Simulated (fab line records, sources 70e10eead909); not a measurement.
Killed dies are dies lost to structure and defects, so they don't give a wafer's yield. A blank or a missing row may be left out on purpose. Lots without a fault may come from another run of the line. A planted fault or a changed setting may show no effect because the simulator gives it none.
fab line records | flow nand_harc
record lots=6 wafers=16 last_day=34
route steps=1302 shown THIN_TSV@1256 END@1302
lots that met no fault: from a run of the same line without faults
start_h: hours from the record's first day to the start of the lot's first wafer shown | wait_h: hours since the lot's step before | " the same as in the row above | L1.1+2: a row that stands for several wafers | - no value, or no start given | * or withheld: withheld | < > ~ a bound
route shown NAME@n: a module of which the file shows steps, and the number in the route of the first | usual: mean/standard deviation of fault-free wafers | same: alike in all rows | chamber/n: place in a boat | sites: the reading at each site | _std_site: their standard deviation | _edge_site: outer sites' mean less inner sites' | radius_mm: how far each site lies from the wafer's centre | mask NAME#n: copy n | behind: the tool/chamber that last shaped the wafer | hold: why the lot was held/for how many hours/how that ended | device: the transistor (n, p or np) that didn't switch | end of line: the same wafers' tests at the end of the route | a step without rows: its recipe alone | killed: dies lost to structure and defects at the first sort, not the wafer's yield | map: a wafer's dies, x killed, . not, _ none there
set.NAME: the setting as run; set.NAME@STEP: as run at that earlier step | model.NAME: the simulator's own value behind a step, which no gauge read
lots at some steps of the route; a table a step, a row a wafer
services: from which hour (start_h, from the record's first day; less than 0 if before it) a tool's chamber was out of use, for how many hours, and why
## steps
# step NHARC_THIN_TSV_EXPOSE_09
# recipe na=0.55 dose_mj=30.7 mask_id=TSV
# step NHARC_THIN_TSV_PEB_10
# recipe peb_temp_c=118 peb_time_s=85
# step NHARC_THIN_TSV_DEVELOP_11
# recipe time_s=70
# step NHARC_THIN_TSV_CD_MEAS_12
# recipe target_cd_nm=1000 landing_energy_ev=500
# usual cd_nm=1000.2/2.1
# columns lot.wafer tool chamber start_h wait_h cd_nm
L392.2 cd_sem-03 0 565.27 - 1003.5
L392.3 " 0 " " 999.4
L392.5 " 0 " " 999.5
L396.1 cd_sem-01 0 582.32 - 1000.7
L396.4 " 0 " " 1001.1
L396.5 " 0 " " 1001.3
L401.3 cd_sem-02 0 660.17 - 1003.4
L401.5 " 0 " " 1002.9
L402.5 cd_sem-03 0 663.12 - 1003.3
L402.6 " 0 " " 1003.6
L413.1 cd_sem-03 0 771.57 - 1001.1
L413.4 " 0 " " 999.9
L413.5 " 0 " " 999.8
L414.1 cd_sem-01 0 795.23 - 1001.9
L414.2 " 0 " " 1003.0
L414.4 " 0 " " 1001.5
# step NHARC_THIN_TSV_HARDBAKE_13
# recipe temp_c=125 time_s=80
# step NHARC_THIN_TSV_DESCUM_14
# recipe time_s=3 o2_flow_sccm=200 ar_flow_sccm=0 bias_power_w=0 chemistry=O2
# usual drypump_motor_current_A=6.1/0.53 o2_flow_sccm=200.0/0.57 oes_product_au=0.999/0.0098 rf_vpp_V=57.9/0.92 showerhead_plenum_p_Torr=1.93/0.077 throttle_valve_pct=11.310/0.0094
# same bias_power_w=0
# columns lot.wafer tool chamber start_h wait_h drypump_motor_current_A o2_flow_sccm oes_product_au rf_hours_counter_h rf_vpp_V showerhead_plenum_p_Torr throttle_valve_pct
L392.3 rie_diel-13 3 565.42 - 6.1 200.3 0.998 1.6 57.8 1.94 11.303
L392.2 " 0 " " 6.2 199.5 1.009 1.6 56.5 1.90 11.306
L392.5 " 3 " " 6.1 200.5 1.003 - 57.5 1.94 11.306
L396.1 rie_diel-09 0 582.50 - 6.4 200.1 1.001 5.5 57.8 2.00 11.332
L396.4 " 1 " " 6.3 199.2 0.991 5.9 57.0 1.83 11.318
L396.5 " 3 " " 5.4 200.3 1.005 - 58.2 2.05 11.316
L401.3 rie_diel-01 1 660.33 - 5.4 200.3 0.976 4.7 57.5 2.04 11.299
L401.5 " 1 " " 5.4 199.8 0.977 - 58.8 2.04 11.294
L402.5 rie_diel-09 2 663.30 - 6.6 200.5 1.003 - 56.8 1.84 11.309
L402.6 " 3 " " 5.4 199.9 0.993 - 59.0 2.05 11.312
L413.4 rie_diel-09 2 771.74 - 6.6 199.2 1.012 7.5 57.4 1.84 11.320
L413.1 " 0 " " 6.4 200.2 1.016 8.0 60.3 2.00 11.305
L413.5 " 1 " " 6.3 201.3 0.979 - 57.3 1.83 11.321
L414.2 rie_diel-09 0 795.39 - 6.4 200.1 1.000 9.4 56.7 2.00 11.307
L414.4 " 1 " " 6.3 199.9 0.985 8.2 54.8 1.83 11.329
L414.1 " 3 " " 5.4 199.7 0.993 9.1 58.1 2.04 11.307
# step NHARC_THIN_TSV_ETCH_44
# recipe target_depth_a=15942 time_s=797.1 cf4_flow_sccm=150 o2_flow_sccm=10 ar_flow_sccm=0 rf_w=300 bias_w=800 chemistry=CF4/O2
# usual drypump_motor_current_A=6.1/0.53 o2_flow_sccm=10.002/0.029 oes_product_au=1.000/0.0096 rf_vpp_V=795/4.3 showerhead_plenum_p_Torr=1.85/0.068 throttle_valve_pct=16.914/0.0092
# columns lot.wafer tool chamber start_h wait_h drypump_motor_current_A o2_flow_sccm oes_product_au rf_hours_counter_h rf_vpp_V showerhead_plenum_p_Torr throttle_valve_pct
L392.2 rie_diel-13 1 565.51 0.1 4.9 10.007 0.987 1.5 798 1.90 16.902
L392.3 " 0 " " 6.2 9.968 0.995 1.7 794 1.82 16.902
L392.5 " 2 " " 6.4 10.037 0.991 - 793 1.84 16.907
L396.1 rie_diel-09 0 582.56 0.1 6.4 10.077 0.998 5.6 801 1.91 16.914
L396.4 " 3 " " 5.4 10.018 0.999 4.7 802 1.95 16.912
L396.5 " 1 " " 6.3 10.020 0.995 - 790 1.76 16.914
L401.3 rie_diel-01 3 660.58 0.2 5.6 9.954 1.005 5.4 797 1.89 16.933
L401.5 " 1 " " 5.4 9.985 0.985 - 802 1.94 16.916
L402.5 rie_diel-09 0 663.58 0.3 6.4 9.997 1.001 - 800 1.91 16.921
L402.6 " 1 " " 6.3 9.965 0.994 - 790 1.76 16.917
L413.4 rie_diel-09 3 771.81 0.1 5.4 9.994 0.991 7.9 801 1.95 16.904
L413.1 " 1 " " 6.3 9.990 1.004 6.9 789 1.76 16.910
L413.5 " 3 " " 5.3 10.027 0.972 - 801 1.95 16.910
L414.2 rie_diel-09 1 795.47 0.1 6.2 10.026 0.995 8.3 789 1.76 16.920
L414.4 " 2 " " 6.6 10.015 0.996 8.8 791 1.77 16.924
L414.1 " 0 " " 6.4 9.983 1.011 9.5 798 1.91 16.920
# step NHARC_THIN_TSV_ETCH_15
# recipe target_depth_a=30000 bosch_target_overetch_cycles=2 bosch_etch_step_s=2.8 bosch_dep_step_s=1.2 bosch_cycles=14
# usual drypump_motor_current_A=5.8/0.38 he_backside_leak_sccm=2.66/0.22
# same bosch_dep_step_s=1.2
# columns lot.wafer tool chamber start_h wait_h drypump_motor_current_A he_backside_leak_sccm rf_hours_counter_h
L392.3 rie_si-04 2 566.10 - 5.4 2.72 0.22
L392.2 " 0 " " 5.4 2.47 0.13
L392.5 " 1 " " 5.6 2.67 -
L396.4 rie_si-04 3 583.13 - 6.2 2.51 0.32
L396.1 " 1 " " 5.6 2.85 0.36
L396.5 " 3 " " 6.2 2.59 -
L401.3 rie_si-03 1 660.99 - 6.5 2.82 0.31
L401.5 " 1 " " 6.5 2.97 -
L402.6 rie_si-03 1 663.97 - 6.5 2.59 -
L402.5 " 2 " " 5.8 2.74 -
L413.4 rie_si-05 0 772.38 - 5.5 2.52 0.57
L413.1 " 1 " " 5.4 2.66 0.64
L413.5 " 0 " " 5.5 2.54 -
L414.1 rie_si-03 0 796.05 - 6.0 2.98 0.26
L414.4 " 1 " " 6.5 2.68 0.31
L414.2 " 2 " " 5.8 2.55 0.20
# step NHARC_THIN_TSV_CD_MEAS_16
# usual cd_nm=1000.2/2.2
# columns lot.wafer tool chamber start_h wait_h cd_nm
L392.2 cd_sem-02 - 566.24 0.1 1004.0
L392.3 " - " " 998.6
L392.5 " - " " 999.5
L396.1 cd_sem-02 - 583.28 0.1 1000.9
L396.4 " - " " 1002.0
L396.5 " - " " 1000.6
L401.3 cd_sem-02 - 661.13 0.1 1002.6
L401.5 " - " " 1003.0
L402.5 cd_sem-02 - 664.07 0.1 1003.9
L402.6 " - " " 1003.7
L413.1 cd_sem-02 - 772.53 0.1 1001.4
L413.4 " - " " 999.8
L413.5 " - " " 998.9
L414.1 cd_sem-03 - 796.19 0.1 1002.1
L414.2 " - " " 1003.5
L414.4 " - " " 1001.0
# step NHARC_THIN_TSV_STRIP_45
# recipe power_w=1500 temp_c=250 chemistry=O2
# step NHARC_THIN_TSV_STRIP_46
# recipe time_s=1200 temp_c=72.5 chemistry=post_etch_residue_remover
# step NHARC_THIN_TSV_DEP_47
# recipe target_thk_a=2000 temp_c=withheld pressure_torr=6.5 rf_w=900 teos_flow_sccm=161.4 flow_sccm=2650 target_thk_nm=200 gas=O2 material=SiO2
# usual throttle_valve_pct=15.9/0.67
# columns lot.wafer tool chamber start_h wait_h throttle_valve_pct
L392.2 pecvd-03 0 567.15 - 15.6
L392.3 " 1 " " 16.6
L392.5 " 0 " " 15.5
L396.1 pecvd-04 1 584.19 - 16.6
L396.4 " 0 " " 15.4
L396.5 " 2 " " 16.4
L401.3 pecvd-01 1 662.05 - 16.2
L401.5 " 2 " " 16.7
L402.5 pecvd-04 1 665.12 - 16.2
L402.6 " 2 " " 16.0
L413.1 pecvd-04 0 773.44 - 15.4
L413.4 " 2 " " 16.2
L413.5 " 1 " " 15.9
L414.2 pecvd-03 1 797.11 - 16.2
L414.1 " 2 " " 14.4
L414.4 " 0 " " 16.0
# step NHARC_THIN_TSV_ETCHBACK_48
# recipe target_depth_a=10285 over_etch_frac=0.3 time_s=405.17 ion_energy_ev=250 c4f8_flow_sccm=withheld ar_flow_sccm=withheld rf_w=600 bias_w=300 chemistry=C4F8/Ar
# usual oes_product_au=0.941/0.03 over_etch_frac=0.3/0 rf_vpp_V=547.5/2.8
# columns lot.wafer tool chamber start_h wait_h oes_product_au over_etch_frac rf_hours_counter_h rf_vpp_V
L392.3 rie_diel-13 3 567.58 - 0.930 0.3 1.9 548.4
L392.2 " 0 " " 0.925 0.3 1.9 546.1
L392.5 " 1 " " 0.911 0.3 - 550.9
L396.1 rie_diel-09 2 584.58 - 0.928 0.3 5.6 544.4
L396.4 " 3 " " 0.929 0.3 4.8 550.5
L396.5 " 2 " " 0.920 0.3 - 544.2
L401.3 rie_diel-13 0 662.44 - 0.934 0.3 5.1 546.1
L401.5 " 0 " " 0.937 0.27663 - 545.5
L402.5 rie_diel-13 0 665.54 - 0.938 0.27663 - 546.8
L402.6 " 2 " " 0.920 0.3 - 546.8
L413.4 rie_diel-01 1 773.80 - 0.930 0.3 1.6 551.5
L413.1 " 0 " " 0.927 0.3 1.5 542.2
L413.5 " 2 " " 0.915 0.3 - 547.5
L414.2 rie_diel-01 3 797.46 - 0.937 0.3 3.5 549.0
L414.1 " 0 " " 0.934 0.3 2.6 542.4
L414.4 " 1 " " 0.939 0.3 2.8 551.0
# step NHARC_THIN_TSV_STRIP_62
# recipe power_w=1500 temp_c=250 time_s=20 chemistry=N2/H2
# usual drypump_motor_current_A=5.7/0.41 heater_power_w=365/27
# columns lot.wafer tool chamber start_h wait_h drypump_motor_current_A heater_power_w rf_hours_counter_h
L392.2 plasma_asher-02 1 567.89 - 5.9 363 31
L392.3 " 1 " " 5.9 369 -
L392.5 " 0 " " 6.0 366 -
L396.1 plasma_asher-01 0 584.96 - 6.0 342 10
L396.4 " 1 " " 5.1 395 -
L396.5 " 1 " " 5.1 390 -
L401.3 plasma_asher-02 1 662.81 - 5.9 383 -
L401.5 " 0 " " 6.0 367 -
L402.5 plasma_asher-02 0 665.86 - 6.0 365 -
L402.6 " 1 " " 5.9 383 -
L413.1 plasma_asher-01 0 774.16 - 6.0 317 15
L413.4 " 0 " " 6.0 317 -
L413.5 " 0 " " 6.0 321 -
L414.2 plasma_asher-01 0 797.83 - 6.0 326 21
L414.1 " 1 " " 5.1 388 21
L414.4 " 1 " " 5.1 396 -
# step NHARC_END_SORT_01
# recipe temp_c=25
# usual defect_limited_yield=90/3.1 killed_at_array=61/20 killed_at_other=0.9/1.1 killed_at_periphery=3.7/2.5 killed_dies=65/21 killed_open=3.3/1.8 killed_short=2.3/1.5
# same gross_dies=677
# columns lot.wafer tool chamber start_h wait_h defect_limited_yield[%] killed_at_array killed_at_other killed_at_periphery killed_dies killed_open killed_short
L401.5 prober-01 0 678.51 3.7 86 83 2 12 97 7 1
L402.5 prober-02 0 678.58 3.7 94 41 0 3 44 4 3
L402.6 prober-02 0 679.39 4.0 92 46 0 7 53 3 2
L413.1 prober-01 0 788.21 2.5 91 59 0 3 62 4 1
L413.4 prober-01 0 790.64 3.4 88 77 0 4 81 2 3
L413.5 prober-01 0 791.45 3.7 87 81 0 4 85 2 1
# killed by level:class
L401.5 A_SLIT:chamber_film_flake=29 A_CHANNEL_HOLE_D1:chamber_film_flake=28 P_GATE:chamber_film_flake=9 A_ZERO_WELL:chamber_film_flake=4 A_WL_FILL:chamber_film_flake=3 A_CHANNEL_HOLE_D2:chamber_film_flake=3 A_STAIRCASE:chamber_film_flake=3 A_CONTACT:chamber_film_flake=3
L402.5 A_CHANNEL_HOLE_D2:chamber_film_flake=17 A_CONTACT:chamber_film_flake=6 A_CHANNEL_HOLE_D1:chamber_film_flake=5 A_CHANNEL_FILL_D1:chamber_film_flake=4 A_SLIT:chamber_film_flake=2 P_CONTACT:geometric_particle:open=1 A_SOURCE_PLATE:geometric_particle:short=1 A_CHANNEL_FILL_D1:geometric_particle:short=1
L402.6 A_CHANNEL_HOLE_D2:chamber_film_flake=22 A_CONTACT:chamber_film_flake=10 A_CHANNEL_FILL_D1:chamber_film_flake=5 A_CHANNEL_HOLE_D1:chamber_film_flake=4 P_STI:chamber_film_flake=3 A_SLIT:chamber_film_flake=3 P_M0:geometric_particle:open=2 P_CONTACT:geometric_particle:open=1
L413.1 A_CHANNEL_HOLE_D2:chamber_film_flake=21 A_CHANNEL_HOLE_D1:chamber_film_flake=15 A_SLIT:chamber_film_flake=13 A_CONTACT:chamber_film_flake=4 P_GATE:chamber_film_flake=2 A_ONON_D1:geometric_particle:open=1 A_ONON_D2:geometric_particle:short=1 A_ONON_D2:geometric_particle:open=1
L413.4 A_SLIT:chamber_film_flake=22 A_CHANNEL_HOLE_D2:chamber_film_flake=19 A_CHANNEL_HOLE_D1:chamber_film_flake=14 A_CONTACT:chamber_film_flake=7 A_STAIRCASE:chamber_film_flake=4 P_GATE:chamber_film_flake=3 A_WL_FILL:chamber_film_flake=3 A_STAIRCASE:geometric_particle:short=2
L413.5 A_SLIT:chamber_film_flake=31 A_CHANNEL_HOLE_D2:chamber_film_flake=22 A_CONTACT:chamber_film_flake=9 A_STAIRCASE:chamber_film_flake=6 A_CHANNEL_HOLE_D1:chamber_film_flake=4 A_DECK1_JOINT:chamber_film_flake=4 A_CHANNEL_FILL_D2:chamber_film_flake=2 P_M2:geometric_particle:open=1
## services
# columns tool chamber start_h hours kind
pecvd-03 2 542.73 4.7 repair
pecvd-04 1 555.54 3.5 repair
rie_diel-01 - 557.80 9.0 pm
rie_si-03 - 575.00 9.0 pm
rie_diel-13 0 580.81 4.5 repair
plasma_asher-02 - 581.94 3.1 repair
rie_diel-09 - 593.60 0.1 repair
plasma_asher-02 - 603.05 9.0 pm
rie_diel-09 0 603.83 14.1 repair
rie_diel-13 - 605.22 0.2 repair
rie_diel-13 1 619.92 8.9 repair
pecvd-04 - 631.10 13.0 pm
rie_diel-09 - 633.59 0.4 repair
rie_diel-13 1 662.65 11.8 repair
rie_diel-13 3 672.05 7.4 repair
rie_diel-09 - 674.11 9.0 pm
pecvd-04 - 684.28 0.5 repair
rie_diel-13 - 696.00 9.0 pm
plasma_asher-01 - 696.23 9.0 pm
rie_diel-09 1 729.68 8.3 repair
rie_diel-01 - 734.80 9.0 pm
rie_si-03 - 752.00 9.0 pm
rie_si-03 - 778.60 0.7 repair
plasma_asher-02 - 780.05 9.0 pm
## key
first_sign step=NHARC_THIN_TSV_ETCHBACK_48 reading=over_etch_frac direction=down sigmas=99+ usual=0.3 struck=0.27663
effect none on later readings
met_at NHARC_THIN_TSV_ETCHBACK_48
struck_wafers L401.5,L402.5
onset_between 567.58 662.44
fault kind=process_parameter_drift tool=rie_diel-13 chamber=- onset_h=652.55 steps=NHARC_THIN_TSV_ETCHBACK_48 channel=over_etch_frac offset=-0.023367 shape=step end_h=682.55 scope=struck_wafers_only acts_in=these_recipes_only stated=0.3
